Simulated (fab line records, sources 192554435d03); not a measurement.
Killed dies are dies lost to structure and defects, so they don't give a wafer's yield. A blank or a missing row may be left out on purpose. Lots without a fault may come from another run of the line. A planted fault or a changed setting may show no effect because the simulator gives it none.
Which tool did it? | flow n5_finfet | 10 lots, 30 wafers sampled, at 3 steps of a route of 1938

WHAT THE GAUGES READ, wafer by wafer
N5_BEOL_M5_CD_MEAS_11: target cd 27.74 nm.
lot  | measured     | on        | cd_nm (nm)
L356 | day 8 12:16  | cd_sem-03 | 28.48 27.93 28.31
L355 | day 8 20:56  | cd_sem-02 | 28.08 27.77 28.18
L357 | day 9 02:44  | cd_sem-03 | 27.84 28.02 28.00
L359 | day 9 10:38  | cd_sem-03 | 27.75 28.03 27.98
L360 | day 9 22:11  | cd_sem-03 | 27.47 27.95 27.38
L365 | day 11 08:38 | cd_sem-03 | 28.18 27.91 27.89
L372 | day 13 01:16 | cd_sem-01 | 26.38 27.21 26.52
L370 | day 13 06:35 | cd_sem-03 | 26.83 26.59 26.88
L376 | day 14 21:47 | cd_sem-03 | 27.73 27.80 27.80
L378 | day 15 07:12 | cd_sem-03 | 27.68 27.84 27.78

WHICH TOOL RAN EACH LOT (tool, then ch and the chambers of the sampled wafers, then the start)
lot  | N5_BEOL_M4_CO_CAP_55             | N5_BEOL_M5_EXPOSE_08
L356 | cvd_co-02 ch 0,1,2, day 8 09:34  | euv_scanner-01 ch 0, day 8 12:09
L355 | cvd_co-01 ch 0,2, day 8 18:39    | euv_scanner-01 ch 0, day 8 20:49
L357 | cvd_co-02 ch 0,1,2, day 8 23:02  | euv_scanner-02 ch 0, day 9 02:36
L359 | cvd_co-01 ch 0,1,2, day 9 06:19  | euv_scanner-02 ch 0, day 9 10:31
L360 | cvd_co-02 ch 0,2, day 9 18:57    | euv_scanner-02 ch 0, day 9 22:04
L365 | cvd_co-01 ch 0,1,2, day 11 06:03 | euv_scanner-02 ch 0, day 11 08:30
L372 | cvd_co-02 ch 0,1,2, day 12 22:23 | euv_scanner-01 ch 0, day 13 01:09
L370 | cvd_co-01 ch 0,2, day 13 03:42   | euv_scanner-01 ch 0, day 13 06:28
L376 | cvd_co-01 ch 0,1,2, day 14 18:47 | euv_scanner-02 ch 0, day 14 21:39
L378 | cvd_co-02 ch 1,2, day 15 04:38   | euv_scanner-02 ch 0, day 15 07:04
- N5_BEOL_M4_CO_CAP_55: material Co, precursor CCTBA/H2, target thk 2 nm, time 102.1 s.
- N5_BEOL_M5_EXPOSE_08: exposes mask M5, target cd 28 nm.

THE ANSWER, worked out from the rows above alone
Rule: what is usual is taken from the lots themselves. Put in order of their means at a reading, lots are off if they are a third of the lots or fewer, leave a main group of 4 or more, and stand apart from it by a gap of 3 or more times the standard deviation of the main group's means; of several such gaps the widest counts. A main group whose means are all the same, to the digits that the tables above print for the reading, isn't used. A lot without any number at a reading at which 4 lots or more have one is off too. The other lots that the step has rows for count as sound.
Off: L372, L370, at N5_BEOL_M5_CD_MEAS_11 (cd_nm). The main group: mean 27.91 nm, standard deviation 0.18.
A tool fits if, at a process step before that reading, it ran every lot that is off, and no sound lot after the first of them. The gauges at N5_BEOL_M5_CD_MEAS_11 are tried like those tools. One fits: euv_scanner-01 at N5_BEOL_M5_EXPOSE_08. Its last sound lot is L355 (day 8 20:49), its first lot that is off L372 (day 13 01:09): a fault that began between those two fits.

WHAT THE SIMULATOR HAD PUT IN
Process parameter drift: euv_scanner-01, from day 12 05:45 on, at N5_BEOL_M5_EXPOSE_08. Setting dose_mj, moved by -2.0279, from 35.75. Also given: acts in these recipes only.
Lots struck among those shown: L372, L370. The rule above found the same.
